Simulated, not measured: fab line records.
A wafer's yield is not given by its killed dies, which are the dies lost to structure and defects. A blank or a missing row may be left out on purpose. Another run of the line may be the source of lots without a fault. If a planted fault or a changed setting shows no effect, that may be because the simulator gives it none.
Chamber matching ; flow n5_finfet ; N5_MOL_CONTACT_COAG_ETCHBACK_132 on rie_diel-03 has 4 sister chambers
The step etches SiO2 in CHF3, target depth 10 nm, time 6.7 s. 14 wafers are shown with their chamber, then 7 later ones without.

WAFERS PAIRED WITH THEIR CHAMBERS
wafer;chamber;drypump_motor_current_A (A);showerhead_plenum_p_Torr (Torr);throttle_valve_pct (%)
L385.1;0;5.5;2.34;18.69
L385.4;3;4.8;2.47;18.97
L385.6;2;5.3;2.28;18.84
L386.1;0;5.5;2.34;18.67
L386.4;2;5.3;2.28;18.84
L386.5;0;5.5;2.34;18.69
L392.1;1;6.5;2.52;18.63
L392.4;2;5.3;2.28;18.85
L392.5;1;6.4;2.52;18.62
L394.1;0;5.5;2.33;18.71
L394.4;3;4.8;2.46;18.99
L394.6;1;6.5;2.52;18.63
L395.2;3;4.8;2.46;19.00
L395.3;2;5.3;2.28;18.85

SIGNATURES (means of the wafers above)
reading;chamber 0;chamber 1;chamber 2;chamber 3;scatter within a chamber
drypump_motor_current_A;5.500;6.467;5.300;4.800;0.0258
showerhead_plenum_p_Torr;2.3375;2.5200;2.2800;2.4633;0.00376
throttle_valve_pct;18.6900;18.6267;18.8450;18.9867;0.012
Rule: a wafer's distance from a chamber is the root of the sum, over the readings, of the square of ((its reading less the chamber's mean) divided by the reading's scatter). If the next closest chamber is less than 2 further off than the closest, the wafer can't be placed; otherwise it belongs to the closest. The scatter: take each reading less its chamber's mean, square it, sum over the shown wafers, divide by the number of wafers less the number of chambers, and take the root.

WAFERS WITH NO CHAMBER GIVEN
wafer;drypump_motor_current_A (A);showerhead_plenum_p_Torr (Torr);throttle_valve_pct (%)
L395.5;4.8;2.45;19.00
L398.4;5.3;2.27;18.86
L398.5;6.5;2.51;18.65
L398.6;5.3;2.27;18.86
L401.1;5.5;2.33;18.36
L401.5;6.5;2.51;18.66
L401.6;5.5;2.33;18.34

CHAMBER TAKEN BY EACH
wafer;from the rows above;in truth
L395.5;3;3
L398.4;2;2
L398.5;1;1
L398.6;2;2
L401.1;0;0
L401.5;1;1
L401.6;0;0
7 of 7 placed correctly. Can't be placed from these rows: 0. Wrongly placed: 0.
